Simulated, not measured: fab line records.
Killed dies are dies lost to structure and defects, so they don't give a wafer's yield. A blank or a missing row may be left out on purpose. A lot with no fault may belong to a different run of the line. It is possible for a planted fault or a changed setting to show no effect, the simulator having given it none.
fab line records	flow nand-harc
record: lots: 5	wafers: 15	last-day: 24
route steps=1159 shown HYBRID_BOND@1096 THIN_TSV@1101
lots untouched by any fault: they come from a run of this same line in which no faults occurred
start-h: hours from the record's opening day to when the first of the lot's shown wafers began	wait-h: time in hours since the lot's previous step	" as in the row above	L1.1+2: one row covering several wafers at once	- value missing, or start not given	* or withheld: withheld	< > ~ a bound
route shown NAME@n: names a module that has steps shown in the file, with the first one's number in the route	usual: mean/standard deviation taken from wafers without a fault	same: alike in all rows	chamber/n: place in a boat	sites: each site's reading	_std_site: standard deviation of those values	_edge_site: inner sites' mean taken away from outer sites' mean	radius-mm: for every site, how far away it sits from the centre of the wafer	mask NAME#n: copy n	behind: the tool/chamber that last shaped the wafer	hold: why the lot was held/for how many hours/how that ended	device: names the non-switching transistor (n, p or np)	end of line: tests of these same wafers at the route's end	where a step has no rows: the recipe by itself	killed: the dies lost at the first sort to structure and to defects; this is not the yield of the wafer	map: the dies of a wafer, with x for killed, . for not killed, _ for no die there
set.NAME: the setting that was run; set.NAME@STEP: the one run at that earlier step	model.NAME: the simulator's own value behind a step, which no gauge read
certain route steps with their lots: each step a table, each wafer a row
services: the hour from which a tool's chamber was out of use, counted from the record's first day as start-h (under 0 if before that day), plus the number of hours and why
== steps ==
step: NHARC_HYBRID_BOND_SRD_02
recipe: time-s: 30	temp-c: 23	dry-time-s: 20	spin-rpm: 1500
lot.wafer	tool	chamber	start-h	wait-h
L074.2+3+6	wet-bench-08	1,2,5	-	-
L089.2+3+4	wet-bench-08	4,5,7	-	-
L092.2+5+6	wet-bench-10	3,4,0	-	-
L094.4+3+6	wet-bench-08	7,1,3	-	-
L097.6+4+5	wet-bench-08	6,1,2	-	-
step: NHARC_HYBRID_BOND_BOND_03
recipe: temp-c: 25
lot.wafer	tool	chamber	start-h	wait-h
L074.2+3+6	wafer-bonder-01	0	425.97	-
L089.2+3+4	wafer-bonder-01	0	507.18	-
L092.2+5+6	wafer-bonder-01	0	523.68	-
L094.3+4+6	wafer-bonder-01	0	531.46	-
L097.4+5+6	wafer-bonder-01	0	551.96	-
step: NHARC_HYBRID_BOND_ANNEAL_04
recipe: temp-c: 300	time-s: 7200	ramp-up-c-per-min: 5	ramp-down-c-per-min: 3	idle-temp-c: 100	pressure-atm: 1
usual: spike-tc-centre-C: 301.4/1.1	zone-power-upper-pct: 2.84/0.21
lot.wafer	tool	chamber	start-h	wait-h	spike-tc-centre-C	zone-power-upper-pct
L074.2	furnace-01	0	430.68	4.6	300.1	2.56
L074.3	"	0	"	"	302.2	2.55
L074.6	"	0	"	"	301.0	2.54
L089.2	furnace-02	0	514.88	7.6	302.0	2.93
L089.3	"	0	"	"	301.5	2.96
L089.4	"	0	"	"	299.1	2.96
L092.2	furnace-01	0	529.67	5.8	301.1	2.53
L092.5	"	0	"	"	303.2	2.55
L092.6	"	0	"	"	300.6	2.58
L094.3	furnace-04	0	533.94	2.3	299.4	3.16
L094.4	"	0	"	"	300.4	3.17
L094.6	"	0	"	"	302.2	3.22
L097.4	furnace-02	0	556.39	4.3	300.9	2.92
L097.5	"	0	"	"	301.6	2.95
L097.6	"	0	"	"	301.5	2.91
step: NHARC_HYBRID_BOND_OVL_MEAS_05
usual: overlay-x-nm: 2/32	overlay-y-nm: -6/36
lot.wafer	tool	chamber	start-h	wait-h	overlay-x-nm	overlay-y-nm
L074.2	overlay-02	-	435.37	0.4	-27	73
L074.3	"	-	"	"	38	34
L074.6	"	-	"	"	-6	13
L089.2	overlay-02	-	519.66	0.4	30	10
L089.3	"	-	"	"	-18	2
L089.4	"	-	"	"	-6	-27
L092.2	overlay-02	-	534.33	0.4	-13	-9
L092.5	"	-	"	"	10	38
L092.6	"	-	"	"	17	45
L094.3	overlay-01	-	538.62	0.4	-19	29
L094.4	"	-	"	"	9	5
L094.6	"	-	"	"	-33	-29
L097.4	overlay-01	-	561.10	0.4	65	-6
L097.5	"	-	"	"	1	-26
L097.6	"	-	"	"	-37	-66
step: NHARC_HYBRID_BOND_INSPECT_06
recipe: inspect-instrument: ir-void
usual: raw-defect-count: 32/12
lot.wafer	tool	chamber	start-h	wait-h	raw-defect-count
L074.2	defect-inspect-01	-	435.42	0.1	29
L074.3	"	-	"	"	33
L074.6	"	-	"	"	34
L089.2	defect-inspect-02	-	519.71	0.1	21
L089.3	"	-	"	"	13
L089.4	"	-	"	"	12
L092.2	defect-inspect-02	-	534.39	0.1	37
L092.5	"	-	"	"	37
L092.6	"	-	"	"	41
L094.3	defect-inspect-01	-	538.68	0.1	34
L094.4	"	-	"	"	30
L094.6	"	-	"	"	42
L097.4	defect-inspect-02	-	561.16	0.1	43
L097.5	"	-	"	"	22
L097.6	"	-	"	"	28
step: NHARC_THIN_TSV_GRIND_00
recipe: target-thk-um: 6
usual: motor-current-A: 11.998/0.024	slurry-flow-ml-min: 149.9/0.44
lot.wafer	tool	chamber	start-h	wait-h	motor-current-A	slurry-flow-ml-min
L074.2	grinder-01	0	442.82	7.4	12.028	150.2
L074.3	"	0	"	"	11.985	150.3
L074.6	"	0	"	"	11.988	149.9
L089.2	grinder-01	0	520.06	0.3	12.022	150.2
L089.3	"	0	"	"	11.994	150.0
L089.4	"	0	"	"	11.989	149.6
L092.2	grinder-01	0	534.98	0.6	12.027	150.7
L092.5	"	0	"	"	11.996	150.4
L092.6	"	0	"	"	12.010	150.3
L094.3	grinder-01	0	540.44	1.8	12.028	150.7
L094.4	"	0	"	"	12.016	149.6
L094.6	"	0	"	"	12.003	150.6
L097.4	grinder-01	0	561.91	0.7	12.037	150.1
L097.5	"	0	"	"	11.998	150.1
L097.6	"	0	"	"	11.982	150.1
step: NHARC_THIN_TSV_CMP_01
recipe: target-thk-um: 3
usual: motor-current-A: 12.2/0.83	slurry-flow-ml-min: 150.0/0.46
lot.wafer	tool	chamber	start-h	wait-h	motor-current-A	slurry-flow-ml-min
L074.3	cmp-04	3	443.86	0.6	12.3	149.4
L074.2	"	0	"	"	12.7	150.4
L074.6	"	3	"	"	12.2	149.1
L089.3	cmp-01	1	521.13	0.7	14.2	150.1
L089.2	"	2	"	"	12.7	150.9
L089.4	"	3	"	"	12.5	150.6
L092.2	cmp-02	3	536.00	0.8	11.8	149.7
L092.6	"	3	"	"	12.1	149.7
L092.5	"	0	"	"	13.3	150.0
L094.4	cmp-02	3	541.30	0.5	11.4	149.9
L094.3	"	1	"	"	11.5	149.7
L094.6	"	2	"	"	10.7	150.5
L097.4	cmp-04	0	562.59	0.5	12.2	149.5
L097.6	"	2	"	"	12.5	149.5
L097.5	"	3	"	"	12.1	150.1
step: NHARC_THIN_TSV_THK_MEAS_02
recipe: thk-meas-gauge: ir
usual: thk-nm: 3050/210
lot.wafer	tool	chamber	start-h	wait-h	thk-nm
L074.2	film-metro-02	-	444.13	-	2615
L074.3	"	-	"	"	2606
L074.6	"	-	"	"	2415
L089.2	film-metro-01	-	521.36	-	2781
L089.3	"	-	"	"	2570
L089.4	"	-	"	"	2956
L092.2	film-metro-02	-	536.26	-	2955
L092.5	"	-	"	"	3045
L092.6	"	-	"	"	3010
L094.3	film-metro-02	-	541.54	-	3029
L094.4	"	-	"	"	2790
L094.6	"	-	"	"	3080
L097.4	film-metro-01	-	562.80	-	3021
L097.5	"	-	"	"	3281
L097.6	"	-	"	"	3009
step: NHARC_THIN_TSV_SRD_03
lot.wafer	tool	chamber	start-h	wait-h
L074.6+2+3	wet-bench-08	4,6,0	444.17	0.0
L089.3+2+4	wet-bench-08	3,5,6	521.41	0.0
L092.6+5+2	wet-bench-08	1,2,5	536.30	0.0
L094.3+6+4	wet-bench-08	3,4,5	541.58	0.0
L097.5+6+4	wet-bench-08	5,7,1	562.85	0.0
step: NHARC_THIN_TSV_PRECLEAN_41
recipe: time-s: *	temp-c: 50	bath-age-min: 0	chemistry: SC1
same: bath-age-min: 0
lot.wafer	tool	chamber	start-h	wait-h
L074.6+2+3	wet-bench-08	4,6,0	444.20	0.0
L089.3+2+4	wet-bench-08	3,5,6	521.43	0.0
L092.6+5+2	wet-bench-08	1,2,5	536.33	0.0
L094.3+6+4	wet-bench-08	3,4,5	541.60	0.0
L097.5+6+4	wet-bench-08	5,7,1	562.87	0.0
step: NHARC_THIN_TSV_SRD_42
lot.wafer	tool	chamber	start-h	wait-h
L074.6+2+3	wet-bench-08	4,6,0	-	-
L089.3+2+4	wet-bench-08	3,5,6	-	-
L092.6+5+2	wet-bench-08	1,2,5	-	-
L094.3+6+4	wet-bench-08	3,4,5	-	-
L097.5+6+4	wet-bench-08	5,7,1	-	-
step: NHARC_THIN_TSV_DEP_43
recipe: target-thk-a: 13285	temp-c: withheld	pressure-torr: 6.5	rf-w: 900	teos-flow-sccm: 161.4	flow-sccm: 2650	target-thk-nm: 1328.5	gas: O2	material: SiO2
usual: throttle-valve-pct: 16.1/0.54
lot.wafer	tool	chamber	start-h	wait-h	throttle-valve-pct
L074.3	pecvd-03	1	444.35	-	15.7
L074.2	"	2	"	"	15.5
L074.6	"	2	"	"	15.5
L089.3	pecvd-03	1	521.63	-	15.8
L089.2	"	2	"	"	15.5
L089.4	"	0	"	"	16.1
L092.2	pecvd-02	0	536.48	-	16.4
L092.5	"	1	"	"	16.4
L092.6	"	2	"	"	14.9
L094.3	pecvd-03	1	541.85	-	15.8
L094.6	"	0	"	"	16.3
L094.4	"	1	"	"	15.8
L097.5	pecvd-03	2	563.23	-	15.8
L097.6	"	0	"	"	16.1
L097.4	"	1	"	"	15.6
step: NHARC_THIN_TSV_DEHYDRATE_04
recipe: temp-c: 150	time-s: 120
lot.wafer	tool	chamber	start-h	wait-h
L074.2+3+6	litho-track-03	0	444.75	-
L089.2+3+4	litho-track-03	0	521.99	-
L092.2+5+6	litho-track-07	0	536.89	-
L094.3+4+6	litho-track-03	0	542.16	-
L097.4+5+6	litho-track-07	0	563.50	-
step: NHARC_THIN_TSV_HMDS_05
recipe: time-s: 30
lot.wafer	tool	chamber	start-h	wait-h
L074.2+3+6	litho-track-03	0	-	-
L089.2+3+4	litho-track-03	0	-	-
L092.2+5+6	litho-track-07	0	-	-
L094.3+4+6	litho-track-03	0	-	-
L097.4+5+6	litho-track-07	0	-	-
step: NHARC_THIN_TSV_COAT_06
recipe: spin-rpm: *
lot.wafer	tool	chamber	start-h	wait-h
L074.2+3+6	litho-track-03	0	-	-
L089.2+3+4	litho-track-03	0	-	-
L092.2+5+6	litho-track-07	0	-	-
L094.3+4+6	litho-track-03	0	-	-
L097.4+5+6	litho-track-07	0	-	-
step: NHARC_THIN_TSV_SOFTBAKE_07
recipe: temp-c: 122	time-s: 95
lot.wafer	tool	chamber	start-h	wait-h
L074.2+3+6	litho-track-03	0	-	-
L089.2+3+4	litho-track-03	0	-	-
L092.2+5+6	litho-track-07	0	-	-
L094.3+4+6	litho-track-03	0	-	-
L097.4+5+6	litho-track-07	0	-	-
step: NHARC_THIN_TSV_EBR_08
lot.wafer	tool	chamber	start-h	wait-h
L074.2+3+6	litho-track-03	0	-	-
L089.2+3+4	litho-track-03	0	-	-
L092.2+5+6	litho-track-07	0	-	-
L094.3+4+6	litho-track-03	0	-	-
L097.4+5+6	litho-track-07	0	-	-
step: NHARC_THIN_TSV_EXPOSE_09
recipe: na: 0.55	dose-mj: 30.7	mask-id: TSV
usual: focus-offset-nm: -0.1/0.51
lot.wafer	tool	chamber	start-h	wait-h	mask	focus-offset-nm
L074.2	krf-scanner-02	0	445.03	-	TSV#0	-0.8
L074.3	"	0	"	"	TSV#0	-1.3
L074.6	"	0	"	"	TSV#0	0.3
L089.2	krf-scanner-01	0	522.27	-	TSV#0	0.0
L089.3	"	0	"	"	TSV#0	0.3
L089.4	"	0	"	"	TSV#0	-0.5
L092.2	krf-scanner-03	0	537.04	-	TSV#0	-0.5
L092.5	"	0	"	"	TSV#0	0.1
L092.6	"	0	"	"	TSV#0	-0.3
L094.3	krf-scanner-02	0	542.46	-	TSV#0	0.3
L094.4	"	0	"	"	TSV#0	-0.3
L094.6	"	0	"	"	TSV#0	1.0
L097.4	krf-scanner-02	0	563.78	-	TSV#0	0.6
L097.5	"	0	"	"	TSV#0	0.3
L097.6	"	0	"	"	TSV#0	-0.3
step: NHARC_THIN_TSV_PEB_10
recipe: peb-temp-c: 118	peb-time-s: 85
lot.wafer	tool	chamber	start-h	wait-h
L074.2+3+6	litho-track-05	0	445.09	0.1
L089.2+3+4	litho-track-07	0	522.33	0.1
L092.2+5+6	litho-track-03	0	537.10	0.1
L094.3+4+6	litho-track-03	0	542.52	0.1
L097.4+5+6	litho-track-07	0	563.84	0.0
step: NHARC_THIN_TSV_DEVELOP_11
recipe: time-s: 70
lot.wafer	tool	chamber	start-h	wait-h
L074.2+3+6	litho-track-05	0	-	-
L089.2+3+4	litho-track-07	0	-	-
L092.2+5+6	litho-track-03	0	-	-
L094.3+4+6	litho-track-03	0	-	-
L097.4+5+6	litho-track-07	0	-	-
step: NHARC_THIN_TSV_CD_MEAS_12
recipe: target-cd-nm: 1000	landing-energy-ev: 500
usual: cd-nm: 1000.9/2.1
lot.wafer	tool	chamber	start-h	wait-h	cd-nm
L074.2	cd-sem-02	0	445.19	-	998.2
L074.3	"	0	"	"	1000.8
L074.6	"	0	"	"	1001.7
L089.2	cd-sem-03	0	522.42	-	1002.5
L089.3	"	0	"	"	998.9
L089.4	"	0	"	"	1001.5
L092.2	cd-sem-02	0	537.20	-	1000.4
L092.5	"	0	"	"	1000.5
L092.6	"	0	"	"	1001.1
L094.3	cd-sem-02	0	542.62	-	997.2
L094.4	"	0	"	"	1000.8
L094.6	"	0	"	"	998.1
L097.4	cd-sem-02	0	563.93	-	1001.3
L097.5	"	0	"	"	1002.1
L097.6	"	0	"	"	1000.4
step: NHARC_THIN_TSV_HARDBAKE_13
recipe: temp-c: 125	time-s: 80
lot.wafer	tool	chamber	start-h	wait-h
L074.2+3+6	litho-track-07	0	445.27	-
L089.2+3+4	litho-track-05	0	522.50	-
L092.2+5+6	litho-track-07	0	537.28	-
L094.3+4+6	litho-track-03	0	542.70	-
L097.4+5+6	litho-track-07	0	564.01	-
step: NHARC_THIN_TSV_DESCUM_14
recipe: time-s: 3	o2-flow-sccm: 200	ar-flow-sccm: 0	bias-power-w: 0	chemistry: O2
usual: drypump-motor-current-A: 5.7/0.38	oes-product-au: 1.000/0.011	rf-vpp-V: 57.8/0.96	showerhead-plenum-p-Torr: 1.91/0.077	throttle-valve-pct: 11.311/0.0088
lot.wafer	tool	chamber	start-h	wait-h	drypump-motor-current-A	oes-product-au	rf-hours-counter-h	rf-vpp-V	showerhead-plenum-p-Torr	throttle-valve-pct
L074.3	rie-diel-01	1	445.35	-	5.4	0.980	14	58.5	1.82	11.308
L074.2	"	3	"	"	6.2	0.998	9	59.4	1.94	11.312
L074.6	"	1	"	"	5.3	0.979	-	57.2	1.82	11.286
L089.3	rie-diel-01	2	522.59	-	5.6	1.001	1	57.0	1.79	11.295
L089.2	"	3	"	"	6.3	0.970	2	57.7	1.94	11.306
L089.4	"	0	"	"	5.6	0.994	2	57.1	1.86	11.309
L092.2	rie-diel-01	1	537.36	-	5.3	1.000	4	57.5	1.81	11.322
L092.5	"	0	"	"	5.6	0.998	-	56.8	1.86	11.319
L092.6	"	1	"	"	5.4	1.008	-	58.5	1.81	11.299
L094.3	rie-diel-01	1	542.78	-	5.4	1.003	5	56.9	1.81	11.312
L094.4	"	3	"	"	6.2	0.969	5	57.4	1.94	11.300
L094.6	"	1	"	"	5.4	1.003	-	56.2	1.81	11.312
L097.4	rie-diel-01	2	564.09	-	5.6	1.016	7	59.0	1.78	11.308
L097.6	"	1	"	"	5.3	1.010	-	56.8	1.81	11.308
L097.5	"	2	"	"	5.6	1.020	-	57.6	1.79	11.301
step: NHARC_THIN_TSV_ETCH_44
recipe: target-depth-a: 15942	time-s: 797.1	cf4-flow-sccm: 150	o2-flow-sccm: 10	ar-flow-sccm: 0	rf-w: 300	bias-w: 800	chemistry: CF4/O2
usual: drypump-motor-current-A: 5.7/0.38	oes-product-au: 1.000/0.011	rf-vpp-V: 795/4.2	showerhead-plenum-p-Torr: 1.84/0.065	throttle-valve-pct: 16.914/0.0089
lot.wafer	tool	chamber	start-h	wait-h	drypump-motor-current-A	oes-product-au	rf-hours-counter-h	rf-vpp-V	showerhead-plenum-p-Torr	throttle-valve-pct
L074.2	rie-diel-01	3	445.49	0.1	6.3	0.995	9	796	1.86	16.896
L074.3	"	0	"	"	5.6	1.015	11	792	1.79	16.916
L074.6	"	3	"	"	6.3	1.001	-	794	1.86	16.922
L089.4	rie-diel-01	3	522.66	0.1	6.2	0.987	2	796	1.86	16.903
L089.2	"	1	"	"	5.3	1.015	2	791	1.74	16.916
L089.3	"	2	"	"	5.6	1.009	1	788	1.72	16.907
L092.2	rie-diel-01	3	537.44	0.1	6.3	0.984	4	795	1.86	16.909
L092.6	"	3	"	"	6.2	0.973	-	795	1.86	16.902
L092.5	"	0	"	"	5.6	1.002	-	790	1.79	16.909
L094.3	rie-diel-01	3	542.85	0.1	6.3	0.973	5	796	1.86	16.900
L094.4	"	2	"	"	5.6	0.995	4	787	1.72	16.921
L094.6	"	3	"	"	6.2	0.983	-	797	1.86	16.908
L097.4	rie-diel-01	1	564.34	0.2	5.4	1.008	8	788	1.74	16.901
L097.6	"	2	"	"	5.6	1.008	-	788	1.72	16.905
L097.5	"	3	"	"	6.2	0.989	-	796	1.86	16.907
step: NHARC_THIN_TSV_ETCH_15
recipe: target-depth-a: 30000	bosch-target-overetch-cycles: 2	bosch-etch-step-s: 2.8	bosch-dep-step-s: 1.2	bosch-cycles: 14
usual: drypump-motor-current-A: 6.0/0.35
lot.wafer	tool	chamber	start-h	wait-h	drypump-motor-current-A	rf-hours-counter-h
L074.3	rie-si-03	3	446.01	-	6.5	1.0
L074.2	"	2	"	"	6.1	1.0
L074.6	"	3	"	"	6.4	-
L089.2	rie-si-03	3	523.23	-	6.4	0.0
L089.4	"	0	"	"	6.0	0.0
L089.3	"	2	"	"	6.1	0.0
L092.2	rie-si-02	1	538.05	-	5.5	1.5
L092.5	"	2	"	"	6.1	-
L092.6	"	3	"	"	6.5	-
L094.3	rie-si-04	0	543.44	-	5.4	0.7
L094.4	"	2	"	"	5.7	0.6
L094.6	"	0	"	"	5.4	-
L097.4	rie-si-02	3	564.77	-	6.5	1.2
L097.6	"	1	"	"	5.5	-
L097.5	"	2	"	"	6.1	-
step: NHARC_THIN_TSV_CD_MEAS_16
usual: cd-nm: 1001.2/2.3
lot.wafer	tool	chamber	start-h	wait-h	cd-nm
L074.2	cd-sem-01	-	446.15	0.1	997.6
L074.3	"	-	"	"	1000.1
L074.6	"	-	"	"	1001.0
L089.2	cd-sem-02	-	523.38	0.1	1002.3
L089.3	"	-	"	"	999.9
L089.4	"	-	"	"	1001.5
L092.2	cd-sem-03	-	538.16	0.1	1000.4
L092.5	"	-	"	"	1001.5
L092.6	"	-	"	"	1002.5
L094.3	cd-sem-03	-	543.58	0.1	997.2
L094.4	"	-	"	"	1002.0
L094.6	"	-	"	"	998.3
L097.4	cd-sem-01	-	564.89	0.1	1000.7
L097.5	"	-	"	"	1003.1
L097.6	"	-	"	"	1002.1
step: NHARC_THIN_TSV_STRIP_45
recipe: power-w: 1500	temp-c: 250	chemistry: O2
usual: drypump-motor-current-A: 5.89/0.25	heater-power-w: 298/9.8
lot.wafer	tool	chamber	start-h	wait-h	drypump-motor-current-A	heater-power-w	rf-hours-counter-h
L074.2	plasma-asher-01	1	447.32	1.2	5.54	304	53
L074.3	"	1	"	"	5.53	304	-
L074.6	"	0	"	"	5.98	300	-
L089.2	plasma-asher-01	1	523.45	0.1	5.54	298	19
L089.3	"	1	"	"	5.54	304	-
L089.4	"	0	"	"	5.98	283	-
L092.2	plasma-asher-01	1	538.28	0.1	5.53	293	23
L092.5	"	0	"	"	5.96	291	-
L092.6	"	1	"	"	5.53	301	-
L094.3	plasma-asher-01	0	545.39	1.8	5.96	288	-
L094.4	"	1	"	"	5.54	294	-
L094.6	"	1	"	"	5.53	308	-
L097.4	plasma-asher-02	1	565.61	0.7	6.22	293	-
L097.6	"	1	"	"	6.25	294	-
L097.5	"	0	"	"	5.87	315	-
step: NHARC_THIN_TSV_STRIP_46
recipe: time-s: 1200	temp-c: 72.5	chemistry: post-etch-residue-remover
lot.wafer	tool	chamber	start-h	wait-h
L074.3+6+2	wet-bench-10	0,4,5	447.62	0.2
L089.2+4+3	wet-bench-08	0,1,4	523.81	0.3
L092.6+5+2	wet-bench-08	2,3,4	538.61	0.1
L094.3+4+6	wet-bench-10	5,7,1	545.65	0.2
L097.6+5+4	wet-bench-08	5,7,1	565.87	0.1
step: NHARC_THIN_TSV_DEP_47
recipe: target-thk-a: 2000	temp-c: withheld	pressure-torr: 6.5	rf-w: 900	teos-flow-sccm: 161.4	flow-sccm: 2650	target-thk-nm: 200	gas: O2	material: SiO2
usual: throttle-valve-pct: 16.1/0.5
lot.wafer	tool	chamber	start-h	wait-h	throttle-valve-pct
L074.3	pecvd-03	1	448.12	-	15.9
L074.2	"	2	"	"	15.9
L074.6	"	2	"	"	16.0
L089.2	pecvd-03	0	524.25	-	16.3
L089.3	"	1	"	"	15.7
L089.4	"	0	"	"	16.5
L092.2	pecvd-02	1	539.12	-	16.3
L092.5	"	2	"	"	14.8
L092.6	"	1	"	"	16.3
L094.3	pecvd-02	2	546.19	-	14.9
L094.6	"	0	"	"	16.5
L094.4	"	2	"	"	15.1
L097.5	pecvd-03	0	566.45	-	16.5
L097.6	"	1	"	"	16.0
L097.4	"	2	"	"	15.9
step: NHARC_THIN_TSV_ETCHBACK_48
recipe: target-depth-a: 10285	over-etch-frac: 0.3	time-s: 405.17	ion-energy-ev: 250	c4f8-flow-sccm: withheld	ar-flow-sccm: withheld	rf-w: 600	bias-w: 300	chemistry: C4F8/Ar
usual: oes-product-au: 0.95/0.032	rf-vpp-V: 547.7/2.6
lot.wafer	tool	chamber	start-h	wait-h	oes-product-au	rf-hours-counter-h	rf-vpp-V
L074.2	rie-diel-01	0	448.51	-	0.94	12	544.7
L074.3	"	1	"	"	0.92	14	543.3
L074.6	"	3	"	"	0.94	-	547.8
L089.3	rie-diel-01	0	524.64	-	0.97	3	544.4
L089.2	"	1	"	"	0.97	3	542.7
L089.4	"	3	"	"	0.96	3	547.2
L092.2	rie-diel-01	2	539.43	-	0.98	4	541.5
L092.5	"	2	"	"	0.98	-	540.3
L092.6	"	3	"	"	0.92	-	546.9
L094.3	rie-diel-07	2	546.54	-	0.90	10	549.7
L094.4	"	3	"	"	0.92	9	548.8
L094.6	"	1	"	"	0.94	-	550.9
L097.5	rie-diel-05	1	566.86	-	0.93	-	549.7
L097.4	"	3	"	"	0.94	-	550.5
L097.6	"	0	"	"	0.93	-	546.3
== services ==
tool	chamber	start-h	hours	kind
wet-bench-08	-	406.40	8.0	pm
grinder-01	-	406.56	0.4	repair
litho-track-05	-	412.00	7.0	pm
cmp-02	-	422.66	4.0	pm
wet-bench-10	-	423.22	8.0	pm
rie-si-03	1	427.38	5.6	repair
cmp-02	-	438.51	0.9	repair
plasma-asher-01	-	453.00	9.0	pm
rie-si-03	3	459.41	3.1	repair
pecvd-03	-	473.39	13.0	pm
rie-diel-01	3	478.11	3.8	repair
krf-scanner-02	-	484.64	0.2	repair
rie-diel-01	-	491.80	9.0	pm
furnace-01	-	495.64	26.0	pm
cmp-04	-	497.00	4.0	pm
rie-si-03	-	509.00	9.0	pm
pecvd-02	-	515.59	13.0	pm
cmp-02	-	520.66	4.0	pm
litho-track-07	-	539.00	7.0	pm
rie-diel-01	0	544.16	9.8	repair
krf-scanner-02	-	554.00	4.0	pm
rie-diel-01	-	554.73	2.1	repair
litho-track-03	-	563.00	7.0	pm
grinder-01	-	566.32	1.7	repair
== key ==
fault none
